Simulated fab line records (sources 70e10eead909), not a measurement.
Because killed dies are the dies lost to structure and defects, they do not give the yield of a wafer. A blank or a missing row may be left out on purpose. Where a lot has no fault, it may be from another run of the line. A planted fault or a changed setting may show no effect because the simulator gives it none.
What tool caused it?    flow nand_harc    12 lots with 36 wafers sampled at 6 steps, on a route of 1302 steps

WHAT EACH GAUGE READ, for each wafer
NHARC_P_M1_OVL_MEAS_10: pitch 260 nm. Usual: overlay_x_nm -0.3 nm, standard deviation 0.69; overlay_y_nm 0.2 nm, standard deviation 0.66.
lot   measured      on          overlay_x_nm (nm)  overlay_y_nm (nm)  flag
L952  day 6 19:43   overlay-02  -0.9 -0.5 -0.6     1.6 0.7 0.6        
L954  day 7 13:08   overlay-02  -0.5 -0.9 -0.5     0.2 0.8 1.3        
L957  day 8 17:58   overlay-02  0.4 -0.3 0.4       -0.2 -0.5 -0.3     
L958  day 8 23:55   overlay-01  -0.7 -0.7 -1.3     0.3 0.0 -0.1       
L962  day 10 19:07  overlay-01  0.1 -0.5 0.5       0.0 -0.2 0.6       
L964  day 11 16:08  overlay-02  0.0 0.8 1.0        1.2 0.9 0.6        
L969  day 13 10:49  overlay-02  -0.3 -0.3 -0.3     0.1 -0.5 -0.2      
L970  day 14 02:16  overlay-01  1.0 0.2 -0.1       -0.2 -0.5 -0.3     
L971  day 14 16:24  overlay-02  0.6 0.6 0.9        0.2 0.4 0.1        
L972  day 14 19:36  overlay-01  -0.3 -0.1 -0.2     0.4 1.3 1.1        
L973  day 15 15:38  overlay-01  -0.6 -0.7 -0.3     0.3 0.9 0.8        
L974  day 15 23:10  overlay-02  0.9 1.5 0.4        0.2 0.1 -0.2       

NHARC_P_M2_CD_MEAS_09 targets a cd of 170 nm. Usual: 170.0 nm for cd_nm, sd 0.48.
lot   measured      on         cd_nm (nm)         flag
L952  day 6 23:39   cd_sem-03  169.3 169.6 169.0  
L954  day 7 17:43   cd_sem-03  169.3 169.7 169.5  
L957  day 8 22:20   cd_sem-03  170.0 169.9 170.0  
L958  day 9 04:02   cd_sem-03  169.8 170.0 170.0  
L962  day 10 23:04  cd_sem-03  170.0 169.9 169.7  
L964  day 11 20:11  cd_sem-03  169.7 169.9 170.6  
L969  day 13 14:54  cd_sem-01  170.0 169.9 169.5  
L970  day 14 06:22  cd_sem-01  171.3 170.5 170.6  
L971  day 14 20:26  cd_sem-02  169.9 170.1 169.9  
L972  day 14 23:41  cd_sem-01  170.2 170.4 169.8  
L973  day 15 19:49  cd_sem-02  170.2 169.7 169.6  
L974  day 16 03:16  cd_sem-03  169.4 169.7 170.1  

NHARC_P_M2_INSPECT_11. Usual: 4.5 for raw_defect_count, sd 2.4.
lot   measured      on                 raw_defect_count  flag
L952  day 6 23:46   defect_inspect-02  6 5 4             
L954  day 7 17:52   defect_inspect-02  2 5 4             
L957  day 8 22:28   defect_inspect-01  5 6 2             
L958  day 9 04:10   defect_inspect-02  6 6 8             
L962  day 10 23:11  defect_inspect-02  1 1 977           OFF
L964  day 11 20:18  defect_inspect-02  12 4 2            
L969  day 13 15:02  defect_inspect-01  1 6 3             
L970  day 14 06:29  defect_inspect-02  5 7 5             
L971  day 14 20:34  defect_inspect-02  3 2 1             
L972  day 14 23:49  defect_inspect-01  6 2 7             
L973  day 15 19:57  defect_inspect-01  8 7 6             
L974  day 16 03:23  defect_inspect-02  5 9 7             

NHARC_END_SORT_01. Usual: defect_limited_yield 91.1 %, standard deviation 2.8; killed_at_array 56, standard deviation 19; killed_at_other 1.0, standard deviation 1.5; killed_at_periphery 3.4, standard deviation 2.4; killed_dies 60, standard deviation 19; killed_open 3.3, standard deviation 1.8; killed_short 2.4, standard deviation 1.7; sort_bin_2_pct 3.2 %, standard deviation 1.3; sort_bin_3_pct 0.7 %, standard deviation 0.39; sort_bin_4_pct 4.9 %, standard deviation 1.6; sort_n_pass 617, standard deviation 19; sort_rim_yield_pct 89 %, standard deviation 4.2; sort_yield_pct 91.1 %, standard deviation 2.8.
lot   measured      on         defect_limited_yield (%)  killed_at_array  killed_at_other  killed_at_periphery  killed_dies  killed_open  killed_short  sort_bin_2_pct (%)  sort_bin_3_pct (%)  sort_bin_4_pct (%)  sort_n_pass  sort_rim_yield_pct (%)  sort_yield_pct (%)  flag
L952  day 24 17:45  prober-01  95.3 94.8 97.0            28 26 16         2 4 2            2 5 2                32 35 20     5 5 3        2 6 0         2.1 1.9 0.7         0.1 0.1 0.1         2.5 3.1 2.1         645 642 657  92 92 94                95.3 94.8 97.0      
L954  day 25 06:26  prober-01  94.5 93.9 92.8            33 35 42         1 2 2            3 4 5                37 41 49     1 4 6        4 0 2         1.5 2.8 2.1         0.7 0 0             3.2 3.2 5.2         640 636 628  89 84 84                94.5 93.9 92.8      
L957  day 27 07:42  prober-02  92.0 93.5 93.6            45 36 39         3 1 2            6 7 2                54 44 43     5 2 2        3 1 1         1.9 1.9 1.3         0.6 0 0.7           5.5 4.6 4.3         623 633 634  87 90 91                92.0 93.5 93.6      
L958  day 27 20:59  prober-02  86.0 85.7 85.7            88 94 89         0 0 0            7 3 8                95 97 97     2 1 4        2 3 5         5.3 5.2 6.5         1.3 1.3 1.2         7.4 7.8 6.6         582 580 580  90 83 92                86.0 85.7 85.7      
L962  day 28 19:29  prober-02  89.2 89.7 80.8            71 70 70         0 0 0            2 0 60               73 70 130    4 1 4        1 2 2         3.7 3.1 7.4         1.0 1.0 4.0         6.1 6.2 7.8         604 607 547  90 92 76                89.2 89.7 80.8      OFF
L964  day 30 00:05  prober-01  85.1 86.9 86.7            94 88 86         0 0 0            7 1 4                101 89 90    4 2 4        4 1 3         5.6 5.0 4.3         0.3 0.4 0.7         9.0 7.7 8.3         576 588 587  83 86 87                85.1 86.9 86.7      
L969  day 32 03:55  prober-01  89.8 88.6 89.2            66 68 69         3 3 2            0 6 2                69 77 73     0 3 1        1 3 4         4.1 4.4 4.7         0.9 0.9 1.0         5.2 6.1 5.0         608 600 604  89 90 85                89.8 88.6 89.2      
L970  day 32 18:14  prober-01  90.4 91.1 89.7            60 56 69         1 0 0            4 4 1                65 60 70     3 3 2        3 1 0         3.5 4.0 2.7         1.0 1.0 0.9         5.0 3.8 6.8         612 617 607  92 94 89                90.4 91.1 89.7      

TOOL THAT RAN EACH LOT (tool first, then ch and the chambers of the sampled wafers, then the start)
lot   NHARC_P_M1_PRE_CLEAN_32          NHARC_P_M2_ANNEAL_31
L952  pecvd-03 ch 0,1, day 6 22:27     rtp_anneal-01 ch 0, day 7 01:41
L954  pecvd-01 ch 0,1, day 7 16:23     rtp_anneal-01 ch 0, day 7 19:44
L957  pecvd-01 ch 0,2, day 8 20:44     rtp_anneal-01 ch 0, day 9 00:18
L958  pecvd-01 ch 1,2, day 9 02:44     rtp_anneal-01 ch 0, day 9 06:10
L962  pecvd-01 ch 0,1,2, day 10 21:53  rtp_anneal-01 ch 0, day 11 01:02
L964  pecvd-03 ch 0,1,2, day 11 18:52  rtp_anneal-02 ch 0, day 11 22:07
L969  pecvd-04 ch 0,2, day 13 13:36    rtp_anneal-01 ch 0, day 13 16:54
L970  pecvd-03 ch 0,2, day 14 05:01    rtp_anneal-02 ch 0, day 14 08:21
L971  pecvd-01 ch 0,2, day 14 19:08    rtp_anneal-01 ch 0, day 14 22:25
L972  pecvd-01 ch 0,1,2, day 14 22:23  rtp_anneal-02 ch 0, day 15 01:52
L973  pecvd-03 ch 0,1,2, day 15 18:29  rtp_anneal-02 ch 0, day 15 21:53
L974  pecvd-01 ch 0,1,2, day 16 01:58  rtp_anneal-02 ch 0, day 16 05:15
- NHARC_P_M1_PRE_CLEAN_32: time 12 s.
- NHARC_P_M2_ANNEAL_31: time 90 s.

AS READ BY THE TOOLS THEMSELVES (means over the sampled wafers that have a number; for cases with no such wafer, the mark the record gives instead)
NHARC_P_M1_PRE_CLEAN_32. Usual: 649 W for heater_power_w, sd 57.
lot   tool      heater_power_w (W)  flag
L952  pecvd-03  588                 
L954  pecvd-01  611                 
L957  pecvd-01  648                 
L958  pecvd-01  683                 
L962  pecvd-01  677                 
L964  pecvd-03  645                 
L969  pecvd-04  668                 
L970  pecvd-03  605                 
L971  pecvd-01  667                 
L972  pecvd-01  679                 
L973  pecvd-03  639                 
L974  pecvd-01  713                 

NHARC_P_M2_ANNEAL_31. Usual: 226.13 for wafer_temp_C_max, sd 0.26.
lot   tool           wafer_temp_C_max  flag
L952  rtp_anneal-01  226.28            
L954  rtp_anneal-01  226.27            
L957  rtp_anneal-01  225.93            
L958  rtp_anneal-01  226.35            
L962  rtp_anneal-01  225.92            
L964  rtp_anneal-02  226.22            
L969  rtp_anneal-01  226.30            
L970  rtp_anneal-02  226.64            
L971  rtp_anneal-01  226.33            
L972  rtp_anneal-02  226.44            
L973  rtp_anneal-02  226.11            
L974  rtp_anneal-02  225.86            

THE ANSWER, worked out from the rows above alone
Rule: a lot counts as off when the mean over its wafers that have a number is more than 3 standard deviations away from the usual mean. Also off: a lot with no number at a reading for which 4 or more lots have one. Where the step has rows for the other lots, those lots are counted as sound. The gauges are gone through in route order, then the tools' own readings, and for those a lot's mean is taken as printed above. At the first step where some lot is off, the reading lying furthest off is the one used; lots without a number count as furthest.
Off: L962 (NHARC_P_M2_INSPECT_11, raw_defect_count).
If a tool, at a process step before that reading, ran all the lots that are off and no sound lot after the first of them, it fits. The gauges at NHARC_P_M2_INSPECT_11 aren't tried: what is off there is off at NHARC_END_SORT_01 too, on other tools, and a gauge's error can't cause that. None of those tried fits.

WHAT THE SIMULATOR HAD PUT IN
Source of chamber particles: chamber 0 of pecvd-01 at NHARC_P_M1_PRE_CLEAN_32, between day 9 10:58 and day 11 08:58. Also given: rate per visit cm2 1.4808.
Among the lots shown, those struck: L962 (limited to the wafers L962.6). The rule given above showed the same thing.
